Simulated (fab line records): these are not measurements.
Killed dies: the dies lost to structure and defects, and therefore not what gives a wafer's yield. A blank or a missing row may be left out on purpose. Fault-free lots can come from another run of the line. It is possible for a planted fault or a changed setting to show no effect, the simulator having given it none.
Shared-tool check / flow n5 finfet / 10 lots, 28 wafers sampled

== WHY THIS WAS OPENED ==
Of 10 lots, 2 have the reading M3_ILD_THK flagged at N5_BEOL_M3_THK_MEAS_01. Wafers without a fault read 79.4 nm, standard deviation 1.2.
Rule: a lot gets a flag if all its wafers with a number sit over 4 standard deviations from that mean, or if no wafer of it has a number. As for the other lots, they are considered sound.

lot=L446; measured=day 7 22:04; on=film metro-02; M3_ILD_THK (nm), wafer by wafer=80.7 78.8 77.0; flag=
lot=L447; measured=day 8 22:52; on=film metro-01; M3_ILD_THK (nm), wafer by wafer=78.3 80.1 80.9; flag=
lot=L452; measured=day 9 22:13; on=film metro-02; M3_ILD_THK (nm), wafer by wafer=77.7 78.3 79.8; flag=
lot=L455; measured=day 10 19:17; on=film metro-02; M3_ILD_THK (nm), wafer by wafer=76.7 81.3 79.6; flag=
lot=L458; measured=day 11 04:36; on=film metro-01; M3_ILD_THK (nm), wafer by wafer=78.0 79.3 79.7; flag=
lot=L460; measured=day 11 12:25; on=film metro-02; M3_ILD_THK (nm), wafer by wafer=79.4 79.8 79.7; flag=
lot=L461; measured=day 12 02:02; on=film metro-01; M3_ILD_THK (nm), wafer by wafer=91.5 94.1; flag=FLAGGED
lot=L462; measured=day 12 14:43; on=film metro-01; M3_ILD_THK (nm), wafer by wafer=90.9 92.1; flag=FLAGGED
lot=L463; measured=day 12 22:55; on=film metro-02; M3_ILD_THK (nm), wafer by wafer=79.7 80.9 81.2; flag=
lot=L465; measured=day 13 04:28; on=film metro-02; M3_ILD_THK (nm), wafer by wafer=79.5 80.2 80.9; flag=
On average the flagged lots' numbers are 92.2 nm, which is +12.8 nm against the usual, or +11 standard deviations.

== LOT BY LOT: THE TOOL USED ==
The record holds 4 process steps before the reading, out of a route of 1938 steps. Read each cell as the tool, then ch plus the chambers that the sampled wafers visited, then the start.
lot=L446; flag=; N5_BEOL_M2_ANNEAL_89=pvd sputter-03, day 7 20:05; N5_BEOL_M2_PRE_CLEAN_60=cvd co-02 ch 0,1,2, day 7 21:43; N5_BEOL_M2_CO_CAP_55=cvd co-02 ch 0,1,2, day 7 21:45; N5_BEOL_M3_ILD_DEP_00=pecvd-01 ch 0,1,2, day 7 22:00
lot=L447; flag=; N5_BEOL_M2_ANNEAL_89=pvd sputter-01, day 8 20:53; N5_BEOL_M2_PRE_CLEAN_60=cvd co-02 ch 0,1, day 8 22:31; N5_BEOL_M2_CO_CAP_55=cvd co-02 ch 0,1, day 8 22:33; N5_BEOL_M3_ILD_DEP_00=pecvd-04 ch 0,1, day 8 22:47
lot=L452; flag=; N5_BEOL_M2_ANNEAL_89=pvd sputter-03, day 9 20:03; N5_BEOL_M2_PRE_CLEAN_60=cvd co-02 ch 1,2, day 9 21:52; N5_BEOL_M2_CO_CAP_55=cvd co-02 ch 1,2, day 9 21:55; N5_BEOL_M3_ILD_DEP_00=pecvd-02 ch 0,1,2, day 9 22:09
lot=L455; flag=; N5_BEOL_M2_ANNEAL_89=pvd sputter-02, day 10 17:16; N5_BEOL_M2_PRE_CLEAN_60=cvd co-01 ch 0,1,2, day 10 18:55; N5_BEOL_M2_CO_CAP_55=cvd co-01 ch 0,1,2, day 10 18:57; N5_BEOL_M3_ILD_DEP_00=pecvd-01 ch 0,1,2, day 10 19:14
lot=L458; flag=; N5_BEOL_M2_ANNEAL_89=pvd sputter-01, day 11 02:37; N5_BEOL_M2_PRE_CLEAN_60=cvd co-02 ch 1,2, day 11 04:14; N5_BEOL_M2_CO_CAP_55=cvd co-02 ch 1,2, day 11 04:17; N5_BEOL_M3_ILD_DEP_00=pecvd-04 ch 0,1,2, day 11 04:32
lot=L460; flag=; N5_BEOL_M2_ANNEAL_89=pvd sputter-01, day 11 10:26; N5_BEOL_M2_PRE_CLEAN_60=cvd co-02 ch 0,2, day 11 12:03; N5_BEOL_M2_CO_CAP_55=cvd co-02 ch 0,2, day 11 12:05; N5_BEOL_M3_ILD_DEP_00=pecvd-04 ch 0,2, day 11 12:21
lot=L461; flag=FLAGGED; N5_BEOL_M2_ANNEAL_89=pvd sputter-01, day 11 23:47; N5_BEOL_M2_PRE_CLEAN_60=cvd co-01 ch 1,2, day 12 01:41; N5_BEOL_M2_CO_CAP_55=cvd co-01 ch 1,2, day 12 01:43; N5_BEOL_M3_ILD_DEP_00=pecvd-04 ch 1, day 12 01:58
lot=L462; flag=FLAGGED; N5_BEOL_M2_ANNEAL_89=pvd sputter-01, day 12 12:42; N5_BEOL_M2_PRE_CLEAN_60=cvd co-02 ch 1, day 12 14:19; N5_BEOL_M2_CO_CAP_55=cvd co-02 ch 1, day 12 14:22; N5_BEOL_M3_ILD_DEP_00=pecvd-04 ch 1, day 12 14:38
lot=L463; flag=; N5_BEOL_M2_ANNEAL_89=pvd sputter-01, day 12 20:49; N5_BEOL_M2_PRE_CLEAN_60=cvd co-02 ch 0,1,2, day 12 22:32; N5_BEOL_M2_CO_CAP_55=cvd co-02 ch 0,1,2, day 12 22:35; N5_BEOL_M3_ILD_DEP_00=pecvd-01 ch 0,2, day 12 22:49
lot=L465; flag=; N5_BEOL_M2_ANNEAL_89=pvd sputter-01, day 13 02:27; N5_BEOL_M2_PRE_CLEAN_60=cvd co-02 ch 1,2, day 13 04:05; N5_BEOL_M2_CO_CAP_55=cvd co-02 ch 1,2, day 13 04:08; N5_BEOL_M3_ILD_DEP_00=pecvd-01 ch 0,2, day 13 04:23
What the steps here do:
- N5_BEOL_M2_ANNEAL_89: time 240 s.
- N5_BEOL_M2_PRE_CLEAN_60: time 15 s.
- N5_BEOL_M2_CO_CAP_55: material Co, precursor CCTBA/H2, target thk 2 nm, time 102.1 s.
- N5_BEOL_M3_ILD_DEP_00: deposits SiOC from DEMS/O2, target thk 79 nm, time 15.3 s.
- N5_BEOL_M3_THK_MEAS_01

== FLAGGED OVER TOTAL, TOOL BY TOOL (the gauges that took the reading come last) ==
step=N5_BEOL_M2_ANNEAL_89; tool=pvd sputter-01; lots run=7; flagged=2; share of the flagged lots=all; sound lots run after its first flagged lot=2 (L463,L465)
step=N5_BEOL_M2_ANNEAL_89; tool=pvd sputter-02; lots run=1; flagged=0; share of the flagged lots=none; sound lots run after its first flagged lot=-
step=N5_BEOL_M2_ANNEAL_89; tool=pvd sputter-03; lots run=2; flagged=0; share of the flagged lots=none; sound lots run after its first flagged lot=-
step=N5_BEOL_M2_PRE_CLEAN_60; tool=cvd co-01; lots run=2; flagged=1; share of the flagged lots=some; sound lots run after its first flagged lot=0
step=N5_BEOL_M2_PRE_CLEAN_60; tool=cvd co-02; lots run=8; flagged=1; share of the flagged lots=some; sound lots run after its first flagged lot=2 (L463,L465)
step=N5_BEOL_M2_CO_CAP_55; tool=cvd co-01; lots run=2; flagged=1; share of the flagged lots=some; sound lots run after its first flagged lot=0
step=N5_BEOL_M2_CO_CAP_55; tool=cvd co-02; lots run=8; flagged=1; share of the flagged lots=some; sound lots run after its first flagged lot=2 (L463,L465)
step=N5_BEOL_M3_ILD_DEP_00; tool=pecvd-01; lots run=4; flagged=0; share of the flagged lots=none; sound lots run after its first flagged lot=-
step=N5_BEOL_M3_ILD_DEP_00; tool=pecvd-02; lots run=1; flagged=0; share of the flagged lots=none; sound lots run after its first flagged lot=-
step=N5_BEOL_M3_ILD_DEP_00; tool=pecvd-04; lots run=5; flagged=2; share of the flagged lots=all; sound lots run after its first flagged lot=0
step=N5_BEOL_M3_THK_MEAS_01; tool=film metro-01; lots run=4; flagged=2; share of the flagged lots=all; sound lots run after its first flagged lot=0
step=N5_BEOL_M3_THK_MEAS_01; tool=film metro-02; lots run=6; flagged=0; share of the flagged lots=none; sound lots run after its first flagged lot=-

== WHAT THE TABLE ALLOWS ==
All flagged lots were run by 3 table rows, namely pvd sputter-01 at N5_BEOL_M2_ANNEAL_89, pecvd-04 at N5_BEOL_M3_ILD_DEP_00, film metro-01 at N5_BEOL_M3_THK_MEAS_01.
- pvd sputter-01 at N5_BEOL_M2_ANNEAL_89: 2 of its 7 lots flagged. Lots that were sound ran on it after the first flagged one (L463, L465); a persistent fault on the entire tool would not allow that.
- pecvd-04 at N5_BEOL_M3_ILD_DEP_00: 2 of its 5 lots flagged. A fault beginning between L460 (day 11 12:21), its last sound lot, and L461 (day 12 01:58), its first flagged one, fits the data.
- film metro-01 at N5_BEOL_M3_THK_MEAS_01: 2 of its 4 lots flagged. A fault beginning between L458 (day 11 04:36), its last sound lot, and L461 (day 12 02:02), its first flagged one, fits the data.
A lot count leaves these 2 tools indistinguishable: every one of them fits a fault beginning at some hour. More lots, or a look at what each step does to the wafer, might.

== WHAT THE SIMULATOR HAD PUT IN ==
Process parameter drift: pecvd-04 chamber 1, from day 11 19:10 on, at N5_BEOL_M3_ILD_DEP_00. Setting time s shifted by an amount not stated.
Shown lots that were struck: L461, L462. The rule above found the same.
